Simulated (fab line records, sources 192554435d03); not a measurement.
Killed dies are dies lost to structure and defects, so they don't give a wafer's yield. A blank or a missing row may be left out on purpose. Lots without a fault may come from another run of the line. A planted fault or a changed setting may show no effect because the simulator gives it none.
fab line records | flow n5_finfet
record lots=8 wafers=24 last_day=16
route steps=1938 shown HKMG_FIN@402 BEOL_M4@1111 PASSIVATION@1936
lots that met no fault: from a run of the same line without faults
start_h: hours from the record's first day to the start of the lot's first wafer shown | wait_h: hours since the lot's step before | " the same as in the row above | L1.1+2: a row that stands for several wafers | - no value, or no start given | * or withheld: withheld | < > ~ a bound
route shown NAME@n: a module of which the file shows steps, and the number in the route of the first | usual: mean/standard deviation of fault-free wafers | same: alike in all rows | chamber/n: place in a boat | sites: the reading at each site | _std_site: their standard deviation | _edge_site: outer sites' mean less inner sites' | radius_mm: how far each site lies from the wafer's centre | mask NAME#n: copy n | behind: the tool/chamber that last shaped the wafer | hold: why the lot was held/for how many hours/how that ended | device: the transistor (n, p or np) that didn't switch | end of line: the same wafers' tests at the end of the route | a step without rows: its recipe alone | killed: dies lost to structure and defects at the first sort, not the wafer's yield | map: a wafer's dies, x killed, . not, _ none there
set.NAME: the setting as run; set.NAME@STEP: as run at that earlier step | model.NAME: the simulator's own value behind a step, which no gauge read
steps of the route over a sample of lots; a table a step, a row a wafer
services: from which hour (start_h, from the record's first day; less than 0 if before it) a tool's chamber was out of use, for how many hours, and why
## steps
# step N5_HKMG_FIN_ETCH_54
# recipe chemistry=CF4 target=SiARC target_depth_a=455 mask_material=CAR-ArF time_s=75.8 ion_energy_ev=80 pressure_mtorr=40 source_w=545 bias_w=36 Ar_flow_sccm=100 cf4_flow_sccm=100 ends=cleared
# usual drypump_motor_current_A=5.7/0.33 etch_rf_on_time_s=75.1/1.9 oes_product_au=0.66/0.065 rf_vpp_V=183.9/1.3 showerhead_plenum_p_Torr=2.13/0.077 throttle_valve_pct=15.66/0.21
# columns lot.wafer tool chamber start_h wait_h drypump_motor_current_A etch_rf_on_time_s oes_product_au rf_hours_counter_h rf_vpp_V showerhead_plenum_p_Torr throttle_valve_pct
L144.3 rie_diel-01 3 85.58 0.0 5.2 71.5 0.77 39 184.4 2.17 15.27
L144.5 " 3 " " 5.2 71.6 0.77 - 184.2 2.17 15.29
L144.6 " 2 " " 6.0 72.0 0.62 - 182.7 2.05 15.71
L152.2 rie_diel-01 0 133.30 0.0 6.1 76.3 0.82 4 184.1 2.11 15.64
L152.3 " 1 " " 5.8 76.2 0.62 170 185.8 2.23 15.70
L152.4 " 3 " " 5.2 71.4 0.75 56 183.9 2.17 15.30
L153.3 rie_diel-02 2 140.88 0.0 5.4 76.2 0.70 65 185.1 2.10 15.53
L153.5 " 3 " " 5.5 74.4 0.65 - 184.3 2.14 15.91
L153.6 " 2 " " 5.4 75.6 0.70 - 184.1 2.10 15.53
L154.4 rie_diel-01 3 151.57 0.0 5.2 71.8 0.75 61 183.5 2.16 15.32
L154.5 " 1 " " 5.7 76.5 0.62 - 183.9 2.23 15.73
L154.6 " 0 " " 6.1 77.2 0.80 - 183.3 2.11 15.64
L155.2 rie_diel-05 0 153.38 0.0 6.3 77.5 0.59 223 184.2 2.20 15.77
L155.3 " 2 " " 5.6 75.1 0.66 132 183.0 2.04 15.64
L155.5 " 0 " " 6.3 77.8 0.59 - 186.1 2.20 15.80
L156.2 rie_diel-02 2 158.76 0.0 5.4 76.0 0.69 70 182.8 2.09 15.54
L156.4 " 3 " " 5.4 73.8 0.65 180 183.4 2.14 15.91
L156.6 " 1 " " 5.7 74.9 0.57 - 183.5 2.03 15.99
L160.3 rie_diel-02 1 184.26 0.0 5.7 77.1 0.83 2 185.3 2.28 15.46
L160.4 " 2 " " 5.4 77.2 0.68 81 184.3 2.09 15.58
L160.5 " 2 " " 5.3 76.9 0.68 - 181.7 2.09 15.56
L164.2 rie_diel-02 0 208.87 0.0 5.8 76.2 0.61 201 181.6 2.02 15.68
L164.3 " 2 " " 5.4 76.3 0.67 90 182.8 2.09 15.60
L164.6 " 0 " " 5.8 76.1 0.61 - 183.8 2.02 15.69
# step N5_HKMG_FIN_STRIP_57
# recipe chemistry=CF4 resist=SiARC power_w=300 bias_power_w=75 pressure_mtorr=50 cf4_flow_sccm=150 rf_frequency_hz=6e+07
# usual drypump_motor_current_A=5.7/0.32 oes_product_au=0.76/0.074 rf_vpp_V=270.9/1.6 showerhead_plenum_p_Torr=1.78/0.065 throttle_valve_pct=13.62/0.21
# columns lot.wafer tool chamber start_h wait_h drypump_motor_current_A oes_product_au rf_hours_counter_h rf_vpp_V showerhead_plenum_p_Torr throttle_valve_pct
L144.3 rie_diel-01 3 85.83 0.0 5.2 0.86 39 271.6 1.83 13.28
L144.5 " 3 " " 5.2 0.87 - 272.6 1.83 13.29
L144.6 " 2 " " 6.0 0.70 - 271.0 1.71 13.67
L152.2 rie_diel-01 0 133.55 0.0 6.1 0.96 4 271.4 1.76 13.49
L152.3 " 1 " " 5.8 0.73 170 272.3 1.87 13.68
L152.4 " 3 " " 5.2 0.84 56 270.6 1.83 13.31
L153.3 rie_diel-02 2 141.13 0.0 5.4 0.81 65 270.0 1.74 13.43
L153.5 " 3 " " 5.4 0.74 - 269.9 1.79 13.82
L153.6 " 2 " " 5.4 0.81 - 269.4 1.75 13.43
L154.4 rie_diel-01 3 151.82 0.0 5.2 0.84 61 271.5 1.82 13.34
L154.5 " 1 " " 5.8 0.72 - 272.3 1.87 13.69
L154.6 " 0 " " 6.1 0.93 - 270.5 1.76 13.53
L155.2 rie_diel-05 0 153.62 0.0 6.3 0.70 224 271.8 1.84 13.76
L155.3 " 2 " " 5.6 0.77 132 269.9 1.72 13.66
L155.5 " 0 " " 6.3 0.69 - 272.5 1.84 13.76
L156.2 rie_diel-02 2 159.01 0.0 5.4 0.80 70 271.4 1.74 13.44
L156.4 " 3 " " 5.4 0.74 180 272.0 1.79 13.84
L156.6 " 1 " " 5.7 0.66 - 269.3 1.70 13.98
L160.3 rie_diel-02 1 184.50 0.0 5.7 0.96 3 272.7 1.91 13.38
L160.4 " 2 " " 5.4 0.79 81 269.6 1.74 13.47
L160.5 " 2 " " 5.4 0.79 - 270.5 1.74 13.47
L164.2 rie_diel-02 0 209.11 0.0 5.8 0.70 201 269.2 1.69 13.70
L164.3 " 2 " " 5.4 0.78 90 268.9 1.74 13.48
L164.6 " 0 " " 5.8 0.70 - 270.0 1.69 13.69
# step N5_HKMG_FIN_STRIP_93
# recipe chemistry=N2/H2 material=SOC time_s=20 power_w=500 temp_c=40 pressure_mtorr=50 rf_frequency_hz=6e+07 bias_power_w=8 h2_frac=0.5 n2_flow_sccm=300 h2_flow_sccm=300
# usual drypump_motor_current_A=5.7/0.33 oes_product_au=0.78/0.078 rf_vpp_V=54.1/0.79 showerhead_plenum_p_Torr=3.33/0.12 throttle_valve_pct=19.1/0.48
# same time_s=20
# columns lot.wafer tool chamber start_h wait_h drypump_motor_current_A oes_product_au rf_hours_counter_h rf_vpp_V showerhead_plenum_p_Torr throttle_valve_pct
L144.3 rie_diel-01 3 86.27 0.2 5.2 0.91 40 53.3 3.40 18.5
L144.5 " 3 " " 5.2 0.91 - 54.0 3.40 18.5
L144.6 " 2 " " 6.0 0.74 - 54.0 3.20 19.1
L152.2 rie_diel-01 0 134.00 0.2 6.1 0.96 5 53.6 3.32 19.3
L152.3 " 1 " " 5.8 0.73 170 54.7 3.44 18.8
L152.4 " 3 " " 5.2 0.88 56 54.6 3.40 18.5
L153.3 rie_diel-02 2 141.57 0.2 5.4 0.83 66 54.7 3.25 18.8
L153.5 " 3 " " 5.4 0.75 - 53.9 3.35 19.2
L153.6 " 2 " " 5.4 0.83 - 52.8 3.25 18.8
L154.4 rie_diel-01 3 152.26 0.2 5.2 0.89 62 53.8 3.39 18.6
L154.5 " 1 " " 5.8 0.73 - 54.7 3.44 18.8
L154.6 " 0 " " 6.1 0.95 - 52.7 3.31 19.3
L155.2 rie_diel-05 0 154.07 0.2 6.3 0.69 224 55.0 3.48 20.2
L155.3 " 2 " " 5.6 0.78 133 53.2 3.23 19.0
L155.5 " 0 " " 6.3 0.68 - 55.7 3.48 20.2
L156.2 rie_diel-02 2 159.46 0.2 5.4 0.81 70 54.1 3.25 18.8
L156.4 " 3 " " 5.4 0.76 180 53.5 3.34 19.2
L156.6 " 1 " " 5.7 0.67 - 54.4 3.19 20.1
L160.3 rie_diel-02 1 184.95 0.2 5.7 0.98 3 55.5 3.59 19.6
L160.4 " 2 " " 5.4 0.80 82 54.6 3.24 18.8
L160.5 " 2 " " 5.4 0.79 - 53.7 3.24 18.9
L164.2 rie_diel-02 0 209.56 0.2 5.8 0.71 202 55.3 3.20 19.0
L164.3 " 2 " " 5.4 0.79 91 53.7 3.24 18.9
L164.6 " 0 " " 5.8 0.72 - 54.0 3.20 19.0
# step N5_HKMG_FIN_ALD_36
# recipe material=TiN target_thk_a=10 temp_c=400 ald_precursor_family=TiCl4 ald_co_reactant=NH3 pulse_time_s=1 purge_time_s=3 co_reactant_purge_time_s=2 co_reactant_pulse_time_s=2 ald_cycles=47 pressure_torr=3
# usual ald_cycles=47/0 heater_power_w=892/110 precursor_pulse_height_rel=1.000/0.018
# columns lot.wafer tool chamber start_h wait_h ald_cycles heater_power_w precursor_pulse_height_rel
L144.3 ald_metal-04 1 87.68 0.0 47 829 0.993
L144.5 " 3 " " 47 1064 1.022
L144.6 " 0 " " 47 896 1.019
L152.2 ald_metal-02 1 135.75 0.0 47 894 0.976
L152.3 " 0 " " 47 936 0.976
L152.4 " 2 " " 47 727 0.997
L153.3 ald_metal-02 3 143.15 0.0 47 933 0.987
L153.5 " 0 " " 47 945 1.013
L153.6 " 3 " " 47 929 1.019
L154.4 ald_metal-04 1 154.01 0.2 47 855 0.986
L154.5 " 2 " " 47 755 1.009
L154.6 " 3 " " 47 1053 1.002
L155.2 ald_metal-03 1 155.69 0.0 47 926 0.986
L155.3 " 3 " " 47 994 0.996
L155.5 " 3 " " 47 1008 1.016
L156.2 ald_metal-02 0 160.85 0.0 66 929 1.011
L156.4 " 3 " " 47 931 1.020
L156.6 " 2 " " 66 696 0.990
L160.3 ald_metal-02 2 186.51 0.0 47 715 1.026
L160.4 " 1 " " 47 920 1.015
L160.5 " 1 " " 66 907 1.021
L164.2 ald_metal-04 0 210.96 0.0 47 900 0.975
L164.3 " 2 " " 47 742 0.981
L164.6 " 2 " " 47 760 1.001
# step N5_BEOL_M4_RC_MEAS_101
# usual DIBL_N=36.0/2.5 DIBL_P=36.3/2.8 IOFF_N=0.16/0.042 IOFF_P=0.21/0.045 IOFF_P_LIN=0.100/0.015 IOFF_P_LONG=0.000107/8.8e-06 ION_N=673/15 ION_P=463/8.1 SS_N=71.4/0.73 SS_P=73.3/0.92 VT_N=251/4.1 VT_P=-250/3.4 VT_P_LONG=-275.4/2.8 VT_P_LVT=-98.5/3
# columns lot.wafer tool chamber start_h wait_h DIBL_N[mV/V] DIBL_P[mV/V] IOFF_N[nA/um] IOFF_P[nA/um] IOFF_P_LIN[nA/um] IOFF_P_LONG[nA/um] ION_N[uA/um] ION_P[uA/um] SS_N[mV/dec] SS_P[mV/dec] VT_N[mV] VT_P[mV] VT_P_LONG[mV] VT_P_LVT[mV]
L144.3 prober-01 0 170.01 0.3 34.4 34.2 0.14 0.20 0.096 0.000121 661 462 71.1 72.6 253 -250 -274.2 -97.3
L144.5 " 0 " " 34.8 34.2 0.14 0.21 0.101 0.000111 662 463 71.2 72.7 250 -251 -273.2 -96.3
L144.6 " 0 " " 34.3 33.2 0.13 0.19 0.095 0.000115 651 459 71.4 72.0 252 -251 -273.1 -97.8
L152.2 prober-01 0 223.49 0.2 35.6 37.7 0.14 0.19 0.092 9.3e-05 665 460 71.2 72.9 256 -253 -277.8 -101.3
L152.3 " 0 " " 36.1 37.7 0.15 0.20 0.097 9.7e-05 675 462 71.2 73.2 252 -251 -278.1 -100.3
L152.4 " 0 " " 33.2 33.2 0.10 0.14 0.075 9.5e-05 659 450 70.2 72.7 258 -257 -281.4 -104.8
L153.3 prober-01 0 233.65 0.3 34.1 35.8 0.13 0.19 0.094 0.000115 668 463 70.6 72.9 255 -252 -274.1 -97.5
L153.5 " 0 " " 33.8 34.6 0.12 0.19 0.094 0.000116 666 467 70.8 72.6 254 -252 -274.3 -99.0
L153.6 " 0 " " 31.4 31.7 0.09 0.15 0.080 0.000114 638 447 71.1 72.0 258 -255 -276.7 -100.9
L154.4 prober-02 0 239.46 0.5 30.8 31.1 0.09 0.16 0.084 0.000115 657 466 70.4 72.1 257 -253 -273.1 -101.4
L154.5 " 0 " " 34.9 35.5 0.13 0.21 0.099 0.000118 655 456 70.5 73.3 256 -249 -272.0 -98.8
L154.6 " 0 " " 32.7 31.7 0.12 0.16 0.086 0.000114 680 467 70.7 72.5 252 -253 -273.1 -100.8
L155.2 prober-02 0 247.12 0.2 34.3 36.2 0.15 0.18 0.090 9.9e-05 675 459 71.1 73.2 250 -253 -275.0 -101.7
L155.3 " 0 " " 37.9 39.6 0.21 0.24 0.110 0.0001 672 459 71.5 73.8 248 -250 -278.8 -97.8
L155.5 " 0 " " 33.5 35.0 0.14 0.18 0.089 0.000104 681 463 70.9 73.2 252 -253 -276.7 -100.0
L156.2 prober-01 0 249.12 0.2 33.0 35.4 0.12 0.33 0.169 0.000163 666 491 70.3 72.3 253 -232 -259.7 -82.9
L156.4 " 0 " " 38.1 41.2 0.22 0.30 0.134 0.000112 678 467 71.6 74.2 245 -243 -272.1 -93.7
L156.6 " 0 " " 33.3 35.6 0.13 0.34 0.171 0.000173 675 496 70.8 72.5 253 -233 -258.3 -83.2
L160.3 prober-01 0 279.04 0.3 34.0 33.2 0.12 0.15 0.076 9.7e-05 653 453 71.1 71.7 252 -256 -282.7 -103.3
L160.4 " 0 " " 35.0 35.5 0.14 0.18 0.088 0.0001 678 461 72.1 73.2 251 -251 -278.4 -99.4
L160.5 " 0 " " 33.1 31.9 0.10 0.22 0.114 0.000145 658 467 70.9 72.7 254 -242 -266.8 -90.4
L164.2 prober-01 0 299.74 0.2 38.9 42.2 0.22 0.32 0.138 0.00012 692 476 71.6 74.1 246 -242 -272.5 -92.8
L164.3 " 0 " " 36.7 38.1 0.17 0.25 0.119 0.000117 676 470 71.0 72.9 248 -247 -270.9 -94.8
L164.6 " 0 " " 39.7 42.3 0.23 0.32 0.139 0.000119 701 472 71.7 74.1 241 -243 -273.5 -92.5
# step N5_PASSIVATION_PROBE_49
# usual defect_limited_yield=91.0/1.4 killed_at_M0_to_M3=36/11 killed_at_M4_up=13/5.4 killed_at_contacts=12/6.4 killed_at_front_end=41/13 killed_at_other=2.9/2.3 killed_dies=106/17 killed_open=70/12 killed_short=34/8.4 sort_bin_4_leakage=0.01/0.057 sort_bin_5_function=5.2/1 sort_bin_6_memory=3.4/0.63 sort_bin_8_speed=0.1/0.49 sort_n_pass=1074/18 sort_yield_pct=91.0/1.6
# same gross_dies=1180 killed_at_back_side=0
# columns lot.wafer tool chamber start_h wait_h defect_limited_yield[%] killed_at_M0_to_M3 killed_at_M4_up killed_at_contacts killed_at_front_end killed_at_other killed_dies killed_open killed_short sort_bin_4_leakage[%] sort_bin_5_function[%] sort_bin_6_memory[%] sort_bin_8_speed[%] sort_n_pass sort_yield_pct[%]
L152.2 prober-01 - 323.73 0.1 92.2 34 16 11 31 0 92 64 26 0 4.5 3.0 0 1088 92.2
L152.3 prober-01 - 323.78 0.1 92.7 26 16 3 38 3 86 53 29 0 4.3 2.7 0 1094 92.7
L152.4 prober-01 - 323.83 0.2 93.8 18 19 13 19 4 73 56 15 0 3.1 3.1 0 1107 93.8
L154.4 prober-01 - 339.68 0.2 92.5 31 5 20 30 3 89 61 27 0 4.2 3.0 0 1091 92.5
L154.5 prober-01 - 339.73 0.2 93.5 24 18 8 26 1 77 57 20 0 4.3 2.1 0 1103 93.5
L154.6 prober-01 - 339.78 0.3 91.9 32 7 13 38 5 95 68 26 0 4.7 3.1 0 1085 91.9
L155.2 prober-01 - 348.04 0.1 89.0 39 25 11 53 2 130 85 42 0 6.8 4.2 0 1050 89.0
L155.3 prober-01 - 348.09 0.1 89.7 58 13 13 37 0 121 72 47 0 6.1 3.7 0 1059 89.7
L155.5 prober-01 - 348.19 0.2 90.8 38 6 7 57 0 108 61 44 0 4.7 4.1 0 1072 90.8
L156.2 prober-02 - 351.47 0.1 91.8 23 9 20 42 3 97 62 35 0.08 4.3 3.9 0 1082 91.7
L156.4 prober-02 - 351.57 0.2 94.5 16 15 6 26 2 65 46 19 0 3.5 2.0 0 1115 94.5
L156.6 prober-02 - 351.67 0.3 92.1 32 20 7 32 2 93 68 25 0.08 4.5 3.0 0 1086 92.0
L160.3 prober-01 - 372.21 0.1 89.8 47 16 13 42 2 120 88 30 0 6.6 3.4 0 1060 89.8
L160.4 prober-01 - 372.26 0.2 90.8 44 20 8 35 2 109 74 34 0 5.9 2.8 0 1071 90.8
L160.5 prober-01 - 372.31 0.2 89.4 47 11 10 51 6 125 83 40 0 6.7 3.6 0 1055 89.4
L164.2 prober-01 - 395.57 0.1 89.7 19 30 24 43 5 121 88 30 0 5.4 4.7 0 1059 89.7
L164.3 prober-01 - 395.62 0.1 90.5 24 19 8 54 7 112 71 40 0 5.4 3.6 0 1068 90.5
L164.6 prober-01 - 395.77 0.3 89.7 35 22 12 42 10 121 91 29 0 6.1 3.8 0 1059 89.7
# killed by level:class
L152.2 MOL_CONTACT_COAG:geometric_particle:open=9 STI_FIN_REVEAL:geometric_particle:open=9 BEOL_M0_SAQP:geometric_particle:open=9 BEOL_M1:geometric_particle:open=8 BEOL_M3:geometric_particle:open=6 DUMMY_GATE:geometric_particle:open=5 BEOL_M4:geometric_particle:open=5 STI_FIN_REVEAL:geometric_particle:short=4
L152.3 FIN_SAQP:geometric_particle:short=7 STI_FIN_REVEAL:geometric_particle:open=7 BEOL_M3:geometric_particle:open=7 BEOL_M5:geometric_particle:open=6 BEOL_M0_SAQP:geometric_particle:open=5 BEOL_M0:geometric_particle:open=5 STARTING-WAFER:geometric_particle:short=5 FIN_SAQP:geometric_particle:open=4
L152.4 MOL_CONTACT_COAG:geometric_particle:open=11 BEOL_M4:geometric_particle:open=8 BEOL_M1:geometric_particle:open=5 BEOL_M0_SAQP:geometric_particle:open=5 BEOL_M3:geometric_particle:open=5 STARTING-WAFER:geometric_particle:open=4 GATE_CUT:geometric_particle:short=3 STARTING-WAFER:geometric_particle:short=3
L154.4 MOL_CONTACT_COAG:geometric_particle:open=16 BEOL_M0_SAQP:geometric_particle:open=11 FIN_SAQP:geometric_particle:open=5 BEOL_M0:geometric_particle:open=5 STI_FIN_REVEAL:geometric_particle:open=4 DUMMY_GATE:geometric_particle:open=4 MOL_CONTACT_COAG:geometric_particle:short=4 BEOL_M0_SAQP:geometric_particle:short=4
L154.5 STI_FIN_REVEAL:geometric_particle:open=10 BEOL_M2:geometric_particle:open=10 MOL_CONTACT_COAG:geometric_particle:open=6 BEOL_M4:geometric_particle:open=6 FIN_SAQP:geometric_particle:open=4 BEOL_M3:geometric_particle:open=4 BEOL_M0_SAQP:geometric_particle:short=3 BEOL_M0_SAQP:geometric_particle:open=3
L154.6 STI_FIN_REVEAL:geometric_particle:open=17 MOL_CONTACT_COAG:geometric_particle:open=11 FIN_SAQP:geometric_particle:open=10 BEOL_M1:geometric_particle:open=6 BEOL_M3:geometric_particle:open=6 BEOL_M0_SAQP:geometric_particle:short=5 BEOL_M2:geometric_particle:open=5 STI_FIN_REVEAL:geometric_particle:short=4
L155.2 FIN_SAQP:geometric_particle:open=15 BEOL_M0_SAQP:geometric_particle:open=11 GATE_CUT:geometric_particle:open=8 BEOL_M4:geometric_particle:open=8 MOL_CONTACT_COAG:geometric_particle:open=7 BEOL_M1:geometric_particle:short=6 BEOL_M1:geometric_particle:open=6 BEOL_M3:geometric_particle:open=6
L155.3 BEOL_M0_SAQP:geometric_particle:short=15 BEOL_M3:geometric_particle:open=11 BEOL_M1:geometric_particle:short=10 MOL_CONTACT_COAG:geometric_particle:open=9 STI_FIN_REVEAL:geometric_particle:open=8 FIN_SAQP:geometric_particle:open=6 GATE_CUT:geometric_particle:open=6 BEOL_M0_SAQP:geometric_particle:open=6
L155.5 FIN_SAQP:geometric_particle:short=14 FIN_SAQP:geometric_particle:open=13 GATE_CUT:geometric_particle:short=11 BEOL_M1:geometric_particle:open=8 BEOL_M2:geometric_particle:open=7 STI_FIN_REVEAL:geometric_particle:open=6 MOL_CONTACT_COAG:geometric_particle:open=6 BEOL_M1:geometric_particle:short=6
L156.2 MOL_CONTACT_COAG:geometric_particle:open=16 STI_FIN_REVEAL:geometric_particle:open=10 BEOL_M0_SAQP:geometric_particle:short=8 FIN_SAQP:geometric_particle:short=7 GATE_CUT:geometric_particle:short=6 STARTING-WAFER:geometric_particle:open=6 FIN_SAQP:geometric_particle:open=5 MOL_CONTACT_COAG:geometric_particle:short=4
L156.4 GATE_CUT:geometric_particle:short=5 MOL_CONTACT_COAG:geometric_particle:open=5 STARTING-WAFER:geometric_particle:open=5 FIN_SAQP:geometric_particle:short=4 BEOL_M0_SAQP:geometric_particle:open=4 BEOL_M1:geometric_particle:open=4 BEOL_M4:geometric_particle:open=4 BEOL_M0:geometric_particle:open=3
L156.6 BEOL_M2:geometric_particle:open=9 FIN_SAQP:geometric_particle:short=7 MOL_CONTACT_COAG:geometric_particle:open=7 BEOL_M0_SAQP:geometric_particle:open=6 BEOL_M4:geometric_particle:open=6 FIN_SAQP:geometric_particle:open=4 DUMMY_GATE:geometric_particle:open=4 GATE_CUT:geometric_particle:open=4
L160.3 FIN_SAQP:geometric_particle:open=20 BEOL_M1:geometric_particle:open=12 BEOL_M2:geometric_particle:open=12 FIN_SAQP:geometric_particle:short=9 MOL_CONTACT_COAG:geometric_particle:open=9 BEOL_M4:geometric_particle:open=7 BEOL_M0_SAQP:geometric_particle:open=6 BEOL_M3:geometric_particle:open=6
L160.4 FIN_SAQP:geometric_particle:open=12 BEOL_M0_SAQP:geometric_particle:short=11 BEOL_M3:geometric_particle:open=8 MOL_CONTACT_COAG:geometric_particle:open=7 BEOL_M0:geometric_particle:open=7 BEOL_M2:geometric_particle:open=6 BEOL_M3:geometric_particle:short=6 BEOL_M4:geometric_particle:open=6
L160.5 FIN_SAQP:geometric_particle:open=17 MOL_CONTACT_COAG:geometric_particle:open=10 FIN_SAQP:geometric_particle:short=9 STI_FIN_REVEAL:geometric_particle:open=9 BEOL_M3:geometric_particle:open=8 BEOL_M0_SAQP:geometric_particle:short=8 BEOL_M0_SAQP:geometric_particle:open=8 BEOL_M3:geometric_particle:short=7
L164.2 BEOL_M4:geometric_particle:open=19 MOL_CONTACT_COAG:geometric_particle:open=15 STI_FIN_REVEAL:geometric_particle:open=11 FIN_SAQP:geometric_particle:open=8 MOL_CONTACT_COAG:geometric_particle:short=8 FIN_SAQP:geometric_particle:short=6 BEOL_M1:geometric_particle:open=6 BEOL_M5:geometric_particle:open=4
L164.3 STI_FIN_REVEAL:geometric_particle:open=16 FIN_SAQP:geometric_particle:open=9 MOL_CONTACT_COAG:geometric_particle:open=7 BEOL_M4:geometric_particle:open=7 FIN_SAQP:geometric_particle:short=6 BEOL_M0_SAQP:geometric_particle:short=6 STI_FIN_REVEAL:geometric_particle:short=5 BEOL_M2:geometric_particle:open=5
L164.6 BEOL_M4:geometric_particle:open=17 MOL_CONTACT_COAG:geometric_particle:open=11 FIN_SAQP:geometric_particle:open=10 BEOL_M0:geometric_particle:open=8 FIN_SAQP:geometric_particle:short=7 DUMMY_GATE:geometric_particle:open=7 BEOL_M0_SAQP:geometric_particle:open=7 STI_FIN_REVEAL:geometric_particle:open=6
## services
# columns tool chamber start_h hours kind
rie_diel-02 2 62.04 4.8 repair
rie_diel-05 1 72.76 12.6 repair
ald_metal-04 3 73.66 2.9 repair
ald_metal-02 0 73.85 4.7 repair
ald_metal-02 - 81.90 1.1 repair
rie_diel-01 1 98.23 4.4 repair
rie_diel-01 0 102.65 - clean
rie_diel-01 0 102.65 - consumable_replace:focus_ring
rie_diel-01 0 102.65 13.6 scheduled_down
rie_diel-01 0 102.65 13.6 vent_cycle
ald_metal-03 - 106.10 8.7 pm
ald_metal-04 - 115.93 1.2 pm
ald_metal-04 - 124.73 8.7 pm
ald_metal-04 0 136.52 25.4 repair
ald_metal-03 - 137.69 14.6 pm
rie_diel-05 0 160.29 3.8 repair
rie_diel-02 1 161.78 - clean
rie_diel-02 1 161.78 - consumable_replace:focus_ring
rie_diel-02 1 161.78 - consumable_replace:showerhead
rie_diel-02 1 161.78 13.9 scheduled_down
rie_diel-02 1 161.78 13.9 vent_cycle
rie_diel-01 0 196.80 1.5 repair
rie_diel-01 2 198.84 3.8 repair
ald_metal-02 - 201.47 8.7 pm
## key
first_sign step=N5_HKMG_FIN_ALD_36 reading=ald_cycles direction=up sigmas=99+ usual=* struck=*
effect step=N5_BEOL_M4_RC_MEAS_101 reading=IOFF_P_LONG direction=up sigmas=6 usual=0.000107 struck=0.00016
effect step=N5_BEOL_M4_RC_MEAS_101 reading=VT_P_LONG direction=up sigmas=4.9 usual=-275.4 struck=-261.6
effect step=N5_BEOL_M4_RC_MEAS_101 reading=VT_P_LVT direction=up sigmas=4.4 usual=-98.5 struck=-85.5
effect step=N5_BEOL_M4_RC_MEAS_101 reading=VT_P direction=up sigmas=4.2 usual=-250 struck=-236
effect step=N5_BEOL_M4_RC_MEAS_101 reading=IOFF_P_LIN direction=up sigmas=3.4 usual=0.100 struck=0.151
effect step=N5_BEOL_M4_RC_MEAS_101 reading=ION_P direction=up sigmas=2.6 usual=463 struck=485
met_at N5_HKMG_FIN_ALD_36
struck_lots L156,L160
struck_wafers L156.2,L156.6,L160.5
not_acting_at N5_HKMG_FIN_ETCH_54,N5_HKMG_FIN_STRIP_57,N5_HKMG_FIN_STRIP_93
onset_between 143.15 160.85
fault kind=process_parameter_drift tool=ald_metal-02 chamber=- onset_h=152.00 steps=N5_HKMG_FIN_ALD_36 channel=ald_cycles offset=* shape=step end_h=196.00 scope=struck_wafers_only acts_in=* stated=*
